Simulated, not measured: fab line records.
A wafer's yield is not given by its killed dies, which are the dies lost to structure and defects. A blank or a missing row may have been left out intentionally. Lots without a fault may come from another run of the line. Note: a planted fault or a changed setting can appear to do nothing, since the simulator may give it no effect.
A lot that was struck, set against a sound lot / flow n5Finfet / 37 steps out of a route of 1938
Sound: the wafers L395.1, L395.2, L395.4. Struck: wafer L401.3. (L401.2 of the same lot was not struck and is left out.) The cause comes at the end.
For every step that has rows: the tool of each side, followed by ch and its chambers, followed by its first start. Under that, the readings that differ: sound wafers / struck wafers / difference of the means / sigmas: that difference in standard deviations of wafers without a fault.
alike: a reading whose means differ by less than 2 such deviations, as well as words and numbers matching on both sides. not compared: withheld readings; readings where some wafer has no value; bounds like >300 that might hide an equal value; numbers whose values overlap and for which the record gives no deviation.
Wherever a step has rows on one side only, a row that says differs or no value, or a row with sigmas, the two part there. Numbers that have no deviation but don't overlap get no sigmas and don't part them. A reading that every wafer of one side lacks parts them only if that side has two wafers or more.

first, 9 steps without rows for these wafers: N5_BEOL_M9_DESCUM_33 (chemistry O2, time 7 s); N5_BEOL_M9_ETCH_76 (etches underlayer in N2/H2, target depth 6.5 nm, time 5.2 s); N5_BEOL_M9_ETCH_65 (etches SiARC in CF4, target depth 15.6 nm, time 26 s); N5_BEOL_M9_ETCH_66 (etches SOC in N2/H2, target depth 80 nm, overetch 16 nm, time 120 s); N5_BEOL_M9_STRIP_69 (strips in N2/H2); N5_BEOL_M9_STRIP_77 (strips in N2/H2); N5_BEOL_M9_VIA_ETCH_34 (etches SiCOH lowk in C4F6/O2, target depth 182.4 nm, time 68.4 s); N5_BEOL_M9_STRIP_73 (strips in C4F6/O2); N5_BEOL_M9_STRIP_36 (strips in N2/H2).
N5_BEOL_M9_TRENCH_ETCH_37: etches SiCOH lowk in C4F6/O2, target depth 151.43 nm, time 49 s.
  sound on rieDiel-05 ch 0,1,3, day 10 20:49; struck on rieDiel-05 ch 0, day 12 22:35
reading=oesProductAu (a.u.); sound=0.88 0.90 0.68; struck=1.13; difference=+0.31; sigmas=+4
reading=model.etch.depthNm (nm); sound=154.4 151.2 150.3; struck=220.5; difference=+68.5; sigmas=
reading=model.BEOL_M9.featureDepthNm (nm); sound=154.4 151.2 150.4; struck=220.4; difference=+68.4; sigmas=
reading=model.TiN_of_BEOL_M9_HM_DEP_02.thkNm (nm); sound=15.6 15.6 15.8; struck=13.6; difference=-2.1; sigmas=
  alike: chamberPressureMTorr, drypumpMotorCurrentA, oes_ar_750_au, oes_f_703_au, rfVppV, showerheadPlenumPTorr, throttleValvePct
  not compared: rfHoursCounterH
then, 2 steps without rows for these wafers: N5_BEOL_M9_ETCH_41 (etches SiCN in CH3F/O2, target depth 36.6 nm, time 70.1 s); N5_BEOL_M9_STRIP_80 (strips in N2/H2, time 10 s).
N5_BEOL_M9_OCD_MEAS_38:
  sound on ocd-01 at day 10 20:59; struck on ocd-02 at day 12 22:45
reading=trenchDepthNm (nm); sound=154.6 150.8 150.5; struck=220.0; difference=+68.0; sigmas=+23
then, 13 steps without rows for these wafers: N5_BEOL_M9_HM_STRIP_39 (strips TiN in peroxide tin strip, target depth 25 nm, time 158 s); N5_BEOL_M9_SRD_40 (time 30 s); N5_BEOL_M9_PRECLEAN_42 (cleans in residue remover, time 60 s); N5_BEOL_M9_SRD_43 (time 30 s); N5_BEOL_M9_CURE_72 (cures SiCOH lowk, time 120 s); N5_BEOL_M9_DEGAS_44 (time 60 s); N5_BEOL_M9_PRE_CLEAN_45 (time 30 s); N5_BEOL_M9_ALD_74 (deposits TaN, target thk 2 nm, pulse time 2 s, purge time 3 s); N5_BEOL_M9_SURFACE_TREAT_79; N5_BEOL_M9_CVD_78 (deposits Co from CCTBA/H2, target thk 2 nm, time 138.9 s); N5_BEOL_M9_SPUTTER_48 (material Cu, target thk 12 nm, time 2 s); N5_BEOL_M9_ECD_50 (material Cu, target thk 318 nm); N5_BEOL_M9_ANNEAL_51 (time 90 s).
N5_BEOL_M9_CMP_52: polishes, stops on SiCOH lowk, t overpolish 7 s, target thk 140 nm.
  sound on cmp-04 ch 1,2,3, day 10 23:53; struck on cmp-04 ch 2, day 13 03:58
reading=model.Cu_of_BEOL_M9_ECD_50.thkNm (nm); sound=143.6 139.8 138.2; struck=209.2; difference=+68.7; sigmas=
  alike: headPressurePsi, motorCurrentA, retainingRingPressureFrac
N5_BEOL_M9_THK_MEAS_53: measures by xrf.
  sound on filmMetro-01 at day 11 00:10; struck on filmMetro-02 at day 13 04:16
reading=M9_THK (nm); sound=140 136 135; struck=210; difference=+73; sigmas=+24
then, 2 steps without rows for these wafers: N5_BEOL_M9_PRE_CLEAN_55 (time 15 s); N5_BEOL_M9_DEP_56 (deposits SiCN from 3MS/NH3, target thk 15 nm, time 26.5 s).
N5_BEOL_M9_RS_MEAS_57: the measuring method here is four-point-probe.
  sound on filmMetro-02 at day 11 00:19; struck on filmMetro-02 at day 13 04:24
reading=M9_RS (ohm/sq); sound=0.147 0.151 0.153; struck=0.098; difference=-0.052; sigmas=-14
then, 5 steps without rows for these wafers: N5_BEOL_M10_ILD_DEP_00 (deposits SiCOH lowk from DEMS/porogen, target thk 308.51 nm, time 58 s); N5_BEOL_M10_CURE_71 (cures SiCOH lowk, time 240 s); N5_BEOL_M10_PECVD_70 (deposits SiO2 from TEOS/O2, target thk 20 nm, time 22.7 s); N5_BEOL_M10_HM_DEP_02 (deposits TiN, target thk 20 nm); N5_BEOL_M10_COAT_59 (time 60 s, resist thk 100 nm).
N5_BEOL_M15_RC_MEAS_101:
  sound on prober-02 ch 0, day 12 20:20; struck on prober-01 ch 0, day 14 20:55
reading=COMB_M6 (S/m); sound=2e-11 2.1e-11 2.4e-11; struck=3.2e-11; difference=+1.0e-11; sigmas=+2
reading=SERP_M9 (ohm/um); sound=3.03 3.11 3.13; struck=2.05; difference=-1.04; sigmas=-13
reading=SERP_M9_max_site (ohm/um); sound=3.08 3.16 3.24; struck=2.09; difference=-1.07; sigmas=-12
  alike: COMB_M10, COMB_M11, COMB_M12, COMB_M13, COMB_M14, COMB_M15, COMB_M15_max_site, COMB_M5, COMB_M7, COMB_M8, SERP_M10, SERP_M10_max_site, SERP_M11, SERP_M12, SERP_M13, SERP_M14, SERP_M5, SERP_M6, SERP_M7, SERP_M8

== WHERE THEY PART ==
At N5_BEOL_M9_TRENCH_ETCH_37 first; at N5_BEOL_M15_RC_MEAS_101 last (within this record only).

WHY: what had been put in by the simulator
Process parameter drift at N5_BEOL_M9_TRENCH_ETCH_37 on rieDiel-05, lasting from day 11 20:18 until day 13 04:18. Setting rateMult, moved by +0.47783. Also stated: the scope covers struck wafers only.
